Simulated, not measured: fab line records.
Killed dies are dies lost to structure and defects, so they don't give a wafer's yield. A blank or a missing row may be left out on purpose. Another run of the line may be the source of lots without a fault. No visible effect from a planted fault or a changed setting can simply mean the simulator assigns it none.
A lot that was struck, set against a sound lot | flow nand-harc | 15 out of 1302 route steps
Sound: the wafers L637.1, L637.4, L637.5. Struck: wafer L647.3. (L647.1, L647.6 of the same lot were not struck and are left out.) The cause comes at the end.
At each step with rows: each side's tool, then ch and its chambers, then its first start. Under that, the readings that differ: sound wafers | struck wafers | difference of the means | sigmas: that difference in standard deviations of wafers without a fault.
alike: readings with means less than 2 such deviations apart, plus words and numbers identical on both sides. not compared: withheld readings, readings lacking a value on some wafer, bounds such as >300 that could conceal the same value, and numbers that have no deviation in the record and whose values overlap.
The two part at a step that has a row with sigmas, a row that says differs or no value, or rows on one side only. Numbers that don't overlap but have no deviation are shown without sigmas and don't part them. A reading missing from all wafers of one side parts the sides only when that side holds two or more wafers.

first, 1 step without rows for these wafers: NHARC_A_CONTACT_ETCH_137 (etches the open film in C4F8/O2/Ar, time 311 s, target depth 1912 nm).
NHARC_A_CONTACT_ETCH_138: etches the open film in C4F8/O2/Ar, time 311 s, target depth 1914 nm.
  sound on har-cap-etch-02 ch 0, day 25 10:20; struck on har-cap-etch-01 ch 1, day 28 12:27
  not compared: rf-hours-counter-h
NHARC_A_CONTACT_ETCH_139: etches the open film in C4F8/O2/Ar, time 195 s, target depth 840 nm.
  sound on har-cap-etch-02 ch 0, day 25 10:35; struck on har-cap-etch-01 ch 1, day 28 12:44
  not compared: rf-hours-counter-h
NHARC_A_CONTACT_ETCH_92: etches the open film in CH3F/O2, target depth 40 nm, time 85.7 s.
  sound on rie-diel-07 ch 0,2, day 25 11:07; struck on rie-diel-02 ch 2, day 28 13:14
  alike: ch3f-flow-sccm, drypump-motor-current-A, oes-product-au, rf-vpp-V, showerhead-plenum-p-Torr, throttle-valve-pct
  not compared: rf-hours-counter-h
NHARC_A_CONTACT_ETCH_98: etches the open film in C4F6/O2, target depth 20 nm, time 10 s.
  sound: rie-diel-07 ch 1,3; struck: rie-diel-02 ch 3
  alike: c4f6-flow-sccm, drypump-motor-current-A, oes-product-au, rf-vpp-V, showerhead-plenum-p-Torr, throttle-valve-pct
  not compared: rf-hours-counter-h
NHARC_A_CONTACT_CD_MEAS_15:
  sound on cd-sem-02 at day 25 11:20; struck on cd-sem-03 at day 28 13:28
  alike: cd-nm
then, 3 steps without rows for these wafers: NHARC_A_CONTACT_STRIP_107 (strips in N2/H2); NHARC_A_CONTACT_STRIP_108 (strips in CF4/CHF3); NHARC_A_CONTACT_STRIP_109 (strips in O2/COS).
NHARC_A_CONTACT_ETCH_110: etches the open film in CF4/O2, target depth 60 nm, overetch 6 nm, time 33 s.
  sound on rie-diel-13 ch 0,1,2, day 25 11:40; struck on rie-diel-13 ch 1, day 28 13:46
  alike: drypump-motor-current-A, oes-product-au, rf-vpp-V, showerhead-plenum-p-Torr, throttle-valve-pct
  not compared: rf-hours-counter-h
then, 2 steps without rows for these wafers: NHARC_A_CONTACT_STRIP_26 (strips in O2); NHARC_A_CONTACT_STRIP_27 (strips in post etch residue remover, time 600 s).
NHARC_A_CONTACT_ALD_18: deposits TiN, target thk 3 nm, pulse time 1 s, ald cycles 150.
  sound on ald-metal-02 ch 0,1,3, day 25 12:29; struck on ald-metal-04 ch 2, day 28 14:26
  reading    | sound       | struck | difference | sigmas
  ald-cycles | 150 150 150 | 73     | -77        |
  alike: heater-power-w, precursor-pulse-height-rel
then, 1 step without rows for these wafers: NHARC_A_CONTACT_CVD_19 (deposits W, target thk 300 nm, time 802 s).
-- the record jumps here: 2 days lie between the struck wafers' starts before and after (it left off in module A_CONTACT and takes up again in module END, whose first step shown is number 1302 of the route) --
NHARC_END_SORT_01:
  here the record holds rows for the struck wafers (prober-01 ch 0, day 30 17:02) but none for the sound ones

== WHERE THEY PART ==
Only at NHARC_END_SORT_01, within this record.

WHY: whatever the simulator had introduced
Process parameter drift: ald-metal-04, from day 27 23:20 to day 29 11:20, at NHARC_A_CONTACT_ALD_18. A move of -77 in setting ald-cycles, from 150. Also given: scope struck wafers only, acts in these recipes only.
